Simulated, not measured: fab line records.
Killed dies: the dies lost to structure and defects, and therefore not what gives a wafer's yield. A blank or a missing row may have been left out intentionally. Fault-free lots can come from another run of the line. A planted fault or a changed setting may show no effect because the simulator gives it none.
Struck lot and sound lot, side by side	flow n5_finfet	45 out of 1938 route steps
Sound: the wafers L766.1, L766.2, L766.4. Struck: wafer L774.4 (L774.2, L774.5, from the same lot, were not struck and are left out); the cause is given at the end.
Each step with rows lists, per side, the tool, then ch with its chambers, then its first start. Under that, the readings that differ: sound wafers	struck wafers	difference of the means	sigmas: that difference in standard deviations of wafers without a fault.
alike: readings with means less than 2 such deviations apart, plus words and numbers identical on both sides. not compared: withheld readings, readings lacking a value on some wafer, bounds such as >300 that could conceal the same value, and numbers that have no deviation in the record and whose values overlap.
Wherever a step has rows on one side only, a row that says differs or no value, or a row with sigmas, the two part there. Numbers that don't overlap but have no deviation are shown without sigmas and don't part them. A reading missing from all wafers of one side parts the sides only when that side holds two or more wafers.

first, 11 steps without rows for these wafers: N5_BEOL_M4_DESCUM_33 (chemistry O2, time 7 s); N5_BEOL_M4_ETCH_77 (etches underlayer in N2/H2, target depth 6.5 nm, time 5.2 s); N5_BEOL_M4_ETCH_69 (etches SiARC in CF4, target depth 15.6 nm, time 26 s); N5_BEOL_M4_ALD_98 (deposits SiO2, target thk 2.5 nm, pulse time 1 s, co reactant pulse time 1 s); N5_BEOL_M4_ETCHBACK_99 (etches SiO2 in CHF3, target depth 5 nm, time 10.4 s); N5_BEOL_M4_ETCH_70 (etches SOC in N2/H2, target depth 80 nm, overetch 24 nm, time 130 s); N5_BEOL_M4_STRIP_71 (strips in N2/H2); N5_BEOL_M4_STRIP_78 (strips in N2/H2); N5_BEOL_M4_VIA_ETCH_34 (etches the open film in C4F6/O2, target depth 69.4 nm, time 65.9 s); N5_BEOL_M4_STRIP_83 (strips in C4F6/O2); N5_BEOL_M4_STRIP_36 (strips in N2/H2).
N5_BEOL_M4_TRENCH_ETCH_37: etches SiOC in C4F6/O2, target depth 55.555 nm, time 29.2 s.
  sound on rie_diel-02 ch 0,1,3, day 8 18:46; struck on rie_diel-02 ch 1, day 10 12:56
reading	sound	struck	difference	sigmas
run_length_s (s)	52.8 52.0 52.5	58.2	+5.8	+14
model.BEOL_M4.feature_depth_nm (nm)	55.8 56.2 54.6	67	+11	
model.etch.depth_nm (nm)	55.9 56.18 54.57	66.95	+11.40	
model.TiN_of_BEOL_M4_HM_DEP_02.thk_nm (nm)	18.4 18 18.2	17.2	-1.0	
  alike: O2_flow_sccm, drypump_motor_current_A, oes_product_au, rf_fwd_power_W, rf_vpp_V, showerhead_plenum_p_Torr, throttle_valve_pct
  not compared: rf_hours_counter_h
then, 2 steps without rows for these wafers: N5_BEOL_M4_ETCH_41 (etches SiCN in CH3F/O2, target depth 29.9 nm, time 52.5 s); N5_BEOL_M4_STRIP_97 (strips in N2/H2, time 10 s).
N5_BEOL_M4_OCD_MEAS_38:
  sound on ocd-02, day 8 18:55; struck on ocd-01, day 10 13:06
reading	sound	struck	difference	sigmas
trench_depth_nm (nm)	55.8 55.8 54.6	67.0	+11.6	+15
then, 25 steps without rows for these wafers: N5_BEOL_M4_HM_STRIP_39 (strips TiN in peroxide tin strip, target depth 25 nm, time 158 s); N5_BEOL_M4_SRD_40 (time 30 s); N5_BEOL_M4_PRECLEAN_42 (cleans in residue remover, time 60 s); N5_BEOL_M4_SRD_43 (time 30 s); N5_BEOL_M4_DEGAS_44 (time 60 s); N5_BEOL_M4_PRE_CLEAN_45 (time 30 s); N5_BEOL_M4_ALD_84 (deposits TaN, pulse time 2 s, purge time 3 s, co reactant purge time 2 s); N5_BEOL_M4_SURFACE_TREAT_85; N5_BEOL_M4_CVD_47 (deposits Co from CCTBA/H2, target thk 3 nm, time 223.8 s); N5_BEOL_M4_SPUTTER_48 (material Cu, target thk 4.5 nm, time 8.29 s); N5_BEOL_M4_ANNEAL_49 (time 240 s); N5_BEOL_M4_SPUTTER_79 (material Cu, target thk 4.5 nm, time 8.29 s); N5_BEOL_M4_ANNEAL_80 (time 240 s); N5_BEOL_M4_SPUTTER_81 (material Cu, target thk 4.5 nm, time 8.29 s); N5_BEOL_M4_ANNEAL_82 (time 240 s); N5_BEOL_M4_SPUTTER_86 (material Cu, target thk 4.5 nm, time 8.29 s); N5_BEOL_M4_ANNEAL_87 (time 240 s); N5_BEOL_M4_SPUTTER_88 (material Cu, target thk 4.5 nm, time 8.29 s); N5_BEOL_M4_ANNEAL_89 (time 240 s); N5_BEOL_M4_SPUTTER_90 (material Cu, target thk 4.5 nm, time 8.29 s); N5_BEOL_M4_ANNEAL_91 (time 240 s); N5_BEOL_M4_SPUTTER_92 (material Cu, target thk 4.5 nm, time 8.29 s); N5_BEOL_M4_ANNEAL_93 (time 240 s); N5_BEOL_M4_SPUTTER_94 (material Cu, target thk 4.5 nm, time 8.29 s); N5_BEOL_M4_ANNEAL_95 (time 240 s).
N5_BEOL_M4_CMP_52: polishes, stops on SiOC, t overpolish 6.8 s, target thk 40 nm.
  sound on cmp-01 ch 0,1,3, day 8 22:32; struck on cmp-02 ch 1, day 10 16:28
reading	sound	struck	difference	sigmas
model.Cu_of_BEOL_M4_ECD_50.thk_nm (nm)	39.2 40.6 39	51.8	+12.2	
  alike: barrier_field_endpoint_s, motor_current_A, overpolish_run_s, slurry_filter_dp_kPa, time_to_endpoint_s
N5_BEOL_M4_THK_MEAS_53: measures by xrf.
  sound on film_metro-01, day 8 22:49; struck on film_metro-01, day 10 16:46
reading	sound	struck	difference	sigmas
M4_THK (nm)	39.8 41.2 39.8	52.3	+12.0	+9
N5_BEOL_M4_RS_MEAS_58: measures by four-point-probe.
  sound on film_metro-02, day 8 23:07; struck on film_metro-02, day 10 17:01
reading	sound	struck	difference	sigmas
M4_RS (ohm/sq)	0.69 0.66 0.69	0.48	-0.20	-6
N5_BEOL_M4_RC_MEAS_101:
  sound on prober-01 ch 0, day 8 23:10; struck on prober-02 ch 0, day 10 17:14
  alike: DIBL_N, DIBL_P, IOFF_N, IOFF_P, ION_N, ION_P, SS_N, SS_P, VT_N, VT_P
N5_PASSIVATION_PROBE_49:
  the record holds rows for the sound wafers here (prober-01, day 13 06:46) but none for the struck ones

== WHERE THEY PART ==
First at N5_BEOL_M4_TRENCH_ETCH_37; last, within this record, at N5_PASSIVATION_PROBE_49.

WHY: what had been put in by the simulator
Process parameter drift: rie_diel-02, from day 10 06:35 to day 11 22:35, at N5_BEOL_M4_TRENCH_ETCH_37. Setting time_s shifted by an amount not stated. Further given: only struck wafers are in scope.
